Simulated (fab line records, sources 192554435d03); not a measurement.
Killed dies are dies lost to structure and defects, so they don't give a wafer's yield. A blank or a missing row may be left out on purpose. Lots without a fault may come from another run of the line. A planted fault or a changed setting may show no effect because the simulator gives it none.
fab line records | flow n5_finfet
record lots=4 wafers=11 last_day=20
route steps=1938 shown MOL_CONTACT_COAG@529 BEOL_M4@1111 PASSIVATION@1936
lots that met no fault: from a run of the same line without faults
start_h: hours from the record's first day to the start of the lot's first wafer shown | wait_h: hours since the lot's step before | " the same as in the row above | L1.1+2: a row that stands for several wafers | - no value, or no start given | * or withheld: withheld | < > ~ a bound
route shown NAME@n: a module of which the file shows steps, and the number in the route of the first | usual: mean/standard deviation of fault-free wafers | same: alike in all rows | chamber/n: place in a boat | sites: the reading at each site | _std_site: their standard deviation | _edge_site: outer sites' mean less inner sites' | radius_mm: how far each site lies from the wafer's centre | mask NAME#n: copy n | behind: the tool/chamber that last shaped the wafer | hold: why the lot was held/for how many hours/how that ended | device: the transistor (n, p or np) that didn't switch | end of line: the same wafers' tests at the end of the route | a step without rows: its recipe alone | killed: dies lost to structure and defects at the first sort, not the wafer's yield | map: a wafer's dies, x killed, . not, _ none there
set.NAME: the setting as run; set.NAME@STEP: as run at that earlier step | model.NAME: the simulator's own value behind a step, which no gauge read
lots at some steps of the route; a table a step, a row a wafer
services: from which hour (start_h, from the record's first day; less than 0 if before it) a tool's chamber was out of use, for how many hours, and why
## steps
# step N5_MOL_CONTACT_COAG_DESCUM_13
# recipe chemistry=O2 time_s=7 source_power_w=50 bias_power_w=20 pressure_mtorr=20 rf_frequency_hz=2.712e+07 temp_c=40 resist=CAR-EUV o2_flow_sccm=225
# step N5_MOL_CONTACT_COAG_ETCH_59
# recipe chemistry=N2/H2 target=underlayer target_depth_a=130 mask_material=CAR-EUV time_s=10.4 ion_energy_ev=200 pressure_mtorr=30 source_w=840 bias_w=150 n2_flow_sccm=200 h2_flow_sccm=200 ends=cleared
# step N5_MOL_CONTACT_COAG_ETCH_105
# recipe chemistry=CF4 target=SiARC target_depth_a=156 mask_material=CAR-EUV time_s=26 ion_energy_ev=80 pressure_mtorr=40 source_w=545 bias_w=36 Ar_flow_sccm=100 cf4_flow_sccm=100 ends=cleared
# step N5_MOL_CONTACT_COAG_ETCH_106
# recipe chemistry=N2/H2 target=SOC target_depth_a=800 overetch_a=160 mask_material=SiARC temp_c=40 time_s=120 ion_energy_ev=200 pressure_mtorr=30 source_w=840 bias_w=150 n2_flow_sccm=200 h2_flow_sccm=200
# step N5_MOL_CONTACT_COAG_STRIP_107
# recipe chemistry=N2/H2 temp_c=40 n2_flow_sccm=200 h2_flow_sccm=200 rf_frequency_hz=6e+07
# step N5_MOL_CONTACT_COAG_STRIP_108
# recipe chemistry=N2/H2 temp_c=40 n2_flow_sccm=200 h2_flow_sccm=200 rf_frequency_hz=6e+07
# step N5_MOL_CONTACT_COAG_CONTACT_ETCH_14
# recipe chemistry=C4F6/O2 target=SiO2 target_depth_a=275 overetch_a=85 mask_material=SOC pressure_mtorr=30 source_w=370 bias_w=185 Ar_flow_sccm=300 C4F6_flow_sccm=16 O2_flow_sccm=10 time_s=20 ion_energy_ev=259.6
# step N5_MOL_CONTACT_COAG_STRIP_109
# recipe chemistry=C4F6/O2 resist=SiARC rf_frequency_hz=6e+07
# step N5_MOL_CONTACT_COAG_ETCH_15
# recipe chemistry=CH3F/O2 target=SiNx target_depth_a=70 mask_material=SOC stop_on=Si:P over_etch_frac=0.75 ion_energy_ev=120 pressure_mtorr=30 source_w=395 bias_w=73 Ar_flow_sccm=150 CH3F_flow_sccm=30 O2_flow_sccm=20
# step N5_MOL_CONTACT_COAG_ETCH_110
# recipe chemistry=CF4/O2 target=Si target_depth_a=25 time_s=8 pressure_mtorr=100 source_w=200 bias_w=12 ion_energy_ev=60 Ar_flow_sccm=100 cf4_flow_sccm=100 O2_flow_sccm=10
# step N5_MOL_CONTACT_COAG_STRIP_98
# recipe chemistry=N2/H2 power_w=500 temp_c=40 pressure_mtorr=50 rf_frequency_hz=6e+07 overash_fraction=0.3 bias_power_w=8 h2_frac=0.5 n2_flow_sccm=300 h2_flow_sccm=300
# step N5_MOL_CONTACT_COAG_IMPLANT_129
# recipe species=Ge energy_kev=3 dose_cm2=6e+14 tilt_deg=0 rotation_deg=0
# usual beam_energy_keV=2.9998/0.00095 dose_ions_cm2=6.001e+14/6.9e+11 end_station_pressure_torr=6e-06/3.3e-07 tilt_deg=0.000/0.021
# columns lot.wafer tool chamber start_h wait_h beam_energy_keV dose_ions_cm2 end_station_pressure_torr tilt_deg model.implant.rp_nm model.implant.drp_nm
L317.1 implanter-02 0 102.71 0.0 2.9999 6.016e+14 5.9e-06 -0.011 6.006 2.134
L317.3 " 0 " " 2.9993 6.007e+14 5.9e-06 0.000 6.006 2.134
L317.4 " 0 " " 2.9994 6.003e+14 6.4e-06 0.012 6.006 2.134
L331.1 implanter-02 0 187.17 0.0 1.2727 5.999e+14 1e-05 0.000 3.996 1.275
L331.4 " 0 " " 1.2747 5.996e+14 1.01e-05 0.000 3.996 1.275
L331.5 " 0 " " 1.2745 6.002e+14 9.6e-06 0.018 3.996 1.275
L332.1 implanter-02 0 188.91 0.0 1.2742 6.006e+14 9.9e-06 -0.002 4.08 1.275
L332.2 " 0 " " 1.2756 5.999e+14 8.8e-06 0.002 4.08 1.275
L332.5 " 0 " " 1.2753 6.003e+14 1.05e-05 -0.009 4.08 1.275
L334.1 implanter-01 0 202.40 0.0 3.0003 6.015e+14 5.5e-06 -0.008 6.024 2.134
L334.4 " 0 " " 3.0014 6.012e+14 6.1e-06 -0.006 6.024 2.134
# step N5_MOL_CONTACT_COAG_PRECLEAN_111
# recipe chemistry=NF3:NH3 afs_cycles=1 temp_c=30 time_s=20 sublimation_temp_c=180 sublimation_time_s=60 pressure_torr=3 rf_power_w=30
# step N5_MOL_CONTACT_COAG_TI_SIL_19
# recipe material=Ti target_thk_a=42 temp_c=200 chamber_pressure_pa=5 power_w=5000 time_s=15
# step N5_MOL_CONTACT_COAG_ALD_20
# recipe material=TiN target_thk_a=15 temp_c=400 ald_precursor_family=TiCl4 ald_co_reactant=NH3 pulse_time_s=1 purge_time_s=3 co_reactant_purge_time_s=2 co_reactant_pulse_time_s=2 ald_cycles=68 pressure_torr=3
# step N5_MOL_CONTACT_COAG_SIL_ANNEAL_21
# recipe temp_c=550 time_s=60 ambient=N2
# step N5_MOL_CONTACT_COAG_PRE_CLEAN_141
# recipe gas=H2/He time_s=60 temp_c=300
# step N5_MOL_CONTACT_COAG_SPUTTER_143
# recipe material=Co target_thk_a=25 temp_c=25 chamber_pressure_pa=0.2
# step N5_MOL_CONTACT_COAG_CO_FILL_22
# recipe material=Co target_thk_a=200 temp_c=200 precursor=CCTBA/H2 pressure_torr=30
# step N5_MOL_CONTACT_COAG_ANNEAL_113
# recipe temp_c=400 time_s=300 ambient=H2/N2
# step N5_MOL_CONTACT_COAG_PRE_CLEAN_142
# recipe gas=H2/He time_s=60 temp_c=300
# step N5_MOL_CONTACT_COAG_SPUTTER_130
# recipe material=Co target_thk_a=475 temp_c=25 chamber_pressure_pa=0.5 power_w=3000
# step N5_MOL_CONTACT_COAG_PRECLEAN_125
# recipe chemistry=DIW time_s=57.5 temp_c=23
# step N5_MOL_CONTACT_COAG_SRD_126
# recipe dry_time_s=32 dry=n2_spin spin_rpm=1500
# step N5_MOL_CONTACT_COAG_CMP_23
# recipe stop_on=SiO2 t_overpolish_s=1.5 post_cmp_clean=cu_alkaline down_force_psi=2 platen_rpm=50.289 pad_velocity_m_s=1.0006 target_thk_nm=0
# step N5_MOL_CONTACT_COAG_WET_ETCH_26
# recipe target=Co target_depth_nm=13
# step N5_MOL_CONTACT_COAG_WET_ETCH_116
# recipe chemistry=SC1-inhibited target_depth_nm=4.6 dry=ipa_marangoni rinse_time_s=30 rinse_temp_c=23
# step N5_MOL_CONTACT_COAG_ALD_27
# recipe material=SiOC target_thk_a=170 temp_c=400 ald_precursor_family=carbosiloxane ald_co_reactant=H2-plasma pulse_time_s=1.5 time_s=2720 purge_time_s=2 co_reactant_purge_time_s=2 ald_cycles=340 pressure_torr=2
# step N5_MOL_CONTACT_COAG_CMP_28
# recipe stop_on=SiNx t_overpolish_s=0.85 post_cmp_clean=alkaline_brush down_force_psi=4.15 platen_rpm=51.8 pad_velocity_m_s=1.0307 target_thk_nm=14.522
# step N5_MOL_CONTACT_COAG_ALD_123
# recipe material=SiNx target_thk_a=50 temp_c=400 ald_precursor_family=SiH2I2 ald_co_reactant=N2/H2-plasma pulse_time_s=1 purge_time_s=2 co_reactant_purge_time_s=2 ald_cycles=100 pressure_torr=2
# step N5_MOL_CONTACT_COAG_PECVD_31
# recipe material=SiO2 target_thk_a=460 temp_c=400 precursor=TEOS/O2 pressure_torr=6.5 rf_w=withheld teos_flow_sccm=withheld gas=O2 flow_sccm=2650 time_s=8.9
# step N5_MOL_CONTACT_COAG_COAT_75
# recipe resist=SOC temp_c=250 time_s=60 spin_rpm=1500 resist_thk_nm=60
# step N5_MOL_CONTACT_COAG_COAT_76
# recipe resist=SiARC temp_c=220 time_s=60 spin_rpm=1500 resist_thk_nm=10
# step N5_MOL_CONTACT_COAG_COAT_77
# recipe resist=underlayer temp_c=205 time_s=60 spin_rpm=1500 resist_thk_nm=10
# step N5_MOL_CONTACT_COAG_COAT_78
# recipe resist=CAR-EUV spin_rpm=1500 resist_thk_nm=40
# step N5_MOL_CONTACT_COAG_EBR_80
# recipe solvent=PGMEA ebr_width_mm=1.5
# step N5_MOL_CONTACT_COAG_SOFTBAKE_79
# recipe temp_c=110 time_s=60 resist=CAR-EUV
# step N5_MOL_CONTACT_COAG_EXPOSE_81
# recipe mask_id=VG na=0.33 source_shape=annular sigma_inner=0.3 sigma_outer=0.7 polarization=unpolarized defocus_nm=0 dose_mj=59.5
# step N5_BEOL_M4_RC_MEAS_101
# usual DIBL_N=37.7/2 DIBL_P=37.7/2.3 IOFF_N=0.18/0.039 IOFF_P=0.23/0.042 ION_N=681/12 ION_P=463/8 RC_DENSE_N=19.2/0.5 RC_DENSE_P=24.1/0.65 RC_N=15.7/0.38 RC_P=19.6/0.5 REXT_P=101.1/2 SS_N=71.9/0.68 SS_P=73.6/0.71 VT_N=248/3.2 VT_P=-249/3.1
# columns lot.wafer tool chamber start_h wait_h DIBL_N[mV/V] DIBL_P[mV/V] IOFF_N[nA/um] IOFF_P[nA/um] ION_N[uA/um] ION_P[uA/um] RC_DENSE_N[ohm.um] RC_DENSE_P[ohm.um] RC_N[ohm.um] RC_P[ohm.um] REXT_P[ohm.um] SS_N[mV/dec] SS_P[mV/dec] VT_N[mV] VT_P[mV]
L317.1 prober-02 0 264.92 0.0 37.5 35.6 0.14 0.20 668 467 18.9 23.6 15.4 19.4 102.1 72.1 73.1 252 -249
L317.3 " 0 " " 40.2 37.2 0.20 0.23 686 463 18.6 23.2 15.3 18.9 103.4 73.0 73.9 248 -249
L317.4 " 0 " " 40.6 40.5 0.21 0.28 684 467 19.5 24.5 15.7 19.8 103.8 72.9 74.7 243 -247
L332.1 prober-02 0 348.45 0.0 38.2 37.3 0.19 0.25 670 458 23.1 28.9 19.0 23.6 104.7 72.1 74.2 248 -250
L332.2 " 0 " " 37.6 35.4 0.19 0.23 679 468 23.5 29.2 19.2 24.0 105.0 71.3 73.7 245 -247
L332.5 " 0 " " 38.9 38.7 0.21 0.27 677 463 24.0 29.8 19.5 24.2 105.7 72.3 74.1 247 -248
L331.1 prober-02 0 358.09 0.0 38.6 40.4 0.19 0.24 685 459 24.3 30.4 19.6 24.4 107.0 72.3 74.5 250 -251
L331.4 " 0 " " 37.7 39.5 0.18 0.22 680 459 24.8 30.7 20.0 25.2 108.6 71.9 73.5 245 -251
L331.5 " 0 " " 36.3 36.7 0.15 0.20 656 449 24.8 30.7 20.2 25.2 107.0 71.0 72.9 252 -253
L334.1 prober-01 0 377.85 0.0 34.1 34.3 0.12 0.17 674 463 19.7 24.4 16.0 19.9 103.1 69.5 72.7 253 -252
L334.4 " 0 " " 36.4 36.9 0.15 0.21 679 468 19.4 24.1 15.9 19.7 103.6 70.9 73.4 252 -251
# step N5_PASSIVATION_PROBE_49
# usual defect_limited_yield=91.1/1.4 killed_at_M0_to_M3=34/9.6 killed_at_M4_up=15/5.3 killed_at_contacts=12/6.1 killed_at_front_end=40/11 killed_at_other=3.5/2.8 killed_dies=105/17 killed_on_rim=14/4.3 killed_open=70/12 killed_short=34/7.7 sort_bin_5_function=5.2/0.97 sort_bin_6_memory=3.4/0.62 sort_n_pass=1075/17 sort_yield_pct=91.1/1.4
# same gross_dies=1180 killed_at_back_side=0 sort_bin_4_leakage[%]=0 sort_bin_8_speed[%]=0
# columns lot.wafer tool chamber start_h wait_h defect_limited_yield[%] killed_at_M0_to_M3 killed_at_M4_up killed_at_contacts killed_at_front_end killed_at_other killed_dies killed_on_rim killed_open killed_short sort_bin_5_function[%] sort_bin_6_memory[%] sort_n_pass sort_yield_pct[%]
L332.1 prober-02 - 449.85 0.0 89.6 33 11 13 62 4 123 19 69 38 4.7 4.2 1057 89.6
L332.5 prober-02 - 450.05 0.2 89.3 38 12 3 69 4 126 23 68 38 5.0 3.6 1054 89.3
L331.1 prober-01 - 456.93 0.0 93.1 29 15 6 30 1 81 18 45 21 3.3 2.2 1099 93.1
L331.4 prober-01 - 457.08 0.2 91.8 28 15 16 34 4 97 16 73 24 4.9 3.2 1083 91.8
L331.5 prober-01 - 457.13 0.2 90.5 25 15 8 62 2 112 13 64 35 5.5 2.5 1068 90.5
L334.1 prober-01 - 480.34 0.0 91.0 41 7 17 39 2 106 16 59 45 5.3 3.4 1074 91.0
L334.4 prober-01 - 480.49 0.2 92.2 28 16 7 38 3 92 9 56 35 4.8 2.5 1088 92.2
# killed by level:class
L332.1 HKMG_FIN:area_etch=15 FIN_SAQP:geometric_particle:open=13 FIN_SAQP:geometric_particle:short=12 MOL_CONTACT_COAG:geometric_particle:open=11 STI_FIN_REVEAL:geometric_particle:open=9 BEOL_M3:geometric_particle:open=9 BEOL_M2:geometric_particle:open=7 BEOL_M4:geometric_particle:open=7
L332.5 HKMG_FIN:area_etch=19 FIN_SAQP:geometric_particle:open=12 FIN_SAQP:geometric_particle:short=12 BEOL_M1:geometric_particle:open=8 BEOL_M2:geometric_particle:open=8 BEOL_M0_SAQP:geometric_particle:short=7 ILD0:geometric_particle:open=6 STI_FIN_REVEAL:geometric_particle:open=5
L331.1 HKMG_FIN:area_etch=15 BEOL_M2:geometric_particle:open=10 BEOL_M0_SAQP:geometric_particle:short=8 BEOL_M0_SAQP:geometric_particle:open=6 MOL_CONTACT_COAG:geometric_particle:open=5 BEOL_M4:geometric_particle:open=4 DUMMY_GATE:geometric_particle:open=3 BEOL_M5:geometric_particle:open=3
L331.4 MOL_CONTACT_COAG:geometric_particle:open=13 STI_FIN_REVEAL:geometric_particle:open=8 DUMMY_GATE:geometric_particle:open=8 BEOL_M2:geometric_particle:open=8 BEOL_M0_SAQP:geometric_particle:short=7 BEOL_M3:geometric_particle:open=6 BEOL_M6:geometric_particle:open=6 STARTING-WAFER:geometric_particle:open=4
L331.5 STI_FIN_REVEAL:geometric_particle:open=12 DUMMY_GATE:geometric_particle:open=12 HKMG_FIN:area_etch=12 BEOL_M4:geometric_particle:open=8 FIN_SAQP:geometric_particle:short=7 MOL_CONTACT_COAG:geometric_particle:open=6 BEOL_M0_SAQP:geometric_particle:short=6 BEOL_M0_SAQP:geometric_particle:open=5
L334.1 MOL_CONTACT_COAG:geometric_particle:open=13 BEOL_M2:geometric_particle:open=13 FIN_SAQP:geometric_particle:short=12 BEOL_M0_SAQP:geometric_particle:short=9 BEOL_M0_SAQP:geometric_particle:open=6 FIN_SAQP:geometric_particle:open=5 DUMMY_GATE:geometric_particle:open=5 GATE_CUT:geometric_particle:short=5
L334.4 BEOL_M2:geometric_particle:open=13 FIN_SAQP:geometric_particle:open=6 FIN_SAQP:geometric_particle:short=5 GATE_CUT:geometric_particle:short=5 MOL_CONTACT_COAG:geometric_particle:open=5 BEOL_M4:geometric_particle:open=5 STI_FIN_REVEAL:geometric_particle:open=4 DUMMY_GATE:geometric_particle:open=4
## services
# columns tool chamber start_h hours kind
implanter-01 - 108.35 3.0 repair
implanter-02 - 191.84 1.3 repair
## key
first_sign step=N5_MOL_CONTACT_COAG_IMPLANT_129 reading=beam_energy_keV direction=down sigmas=99+ usual=2.9998 struck=1.2745
effect step=N5_MOL_CONTACT_COAG_IMPLANT_129 reading=end_station_pressure_torr direction=up sigmas=12 usual=6e-06 struck=9.8e-06
effect step=N5_BEOL_M4_RC_MEAS_101 reading=RC_N direction=up sigmas=10 usual=15.7 struck=19.6
effect step=N5_BEOL_M4_RC_MEAS_101 reading=RC_P direction=up sigmas=9.7 usual=19.6 struck=24.5
effect step=N5_BEOL_M4_RC_MEAS_101 reading=RC_DENSE_N direction=up sigmas=9.6 usual=19.2 struck=24.1
effect step=N5_BEOL_M4_RC_MEAS_101 reading=RC_DENSE_P direction=up sigmas=9.1 usual=24.1 struck=30.0
effect step=N5_BEOL_M4_RC_MEAS_101 reading=REXT_P direction=up sigmas=2.7 usual=101.1 struck=106.3
model_effect step=N5_MOL_CONTACT_COAG_IMPLANT_129 value=implant.rp_nm without=6.335 struck=4.038
met_at N5_MOL_CONTACT_COAG_IMPLANT_129
struck_wafers L331.1,L331.4,L331.5,L332.1,L332.2,L332.5
baseline_loss step=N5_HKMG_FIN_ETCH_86 wafers=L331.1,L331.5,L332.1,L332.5
onset_between 102.71 187.17
fault kind=process_parameter_drift tool=implanter-02 chamber=- onset_h=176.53 steps=N5_MOL_CONTACT_COAG_IMPLANT_129 channel=energy_kev offset=-1.7249 shape=step end_h=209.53 acts_in=these_recipes_only stated=3
# baseline_loss: these wafers lose ten dies or more at that step, a loss of the line's own and not of a fault; the sort's usual values leave them out
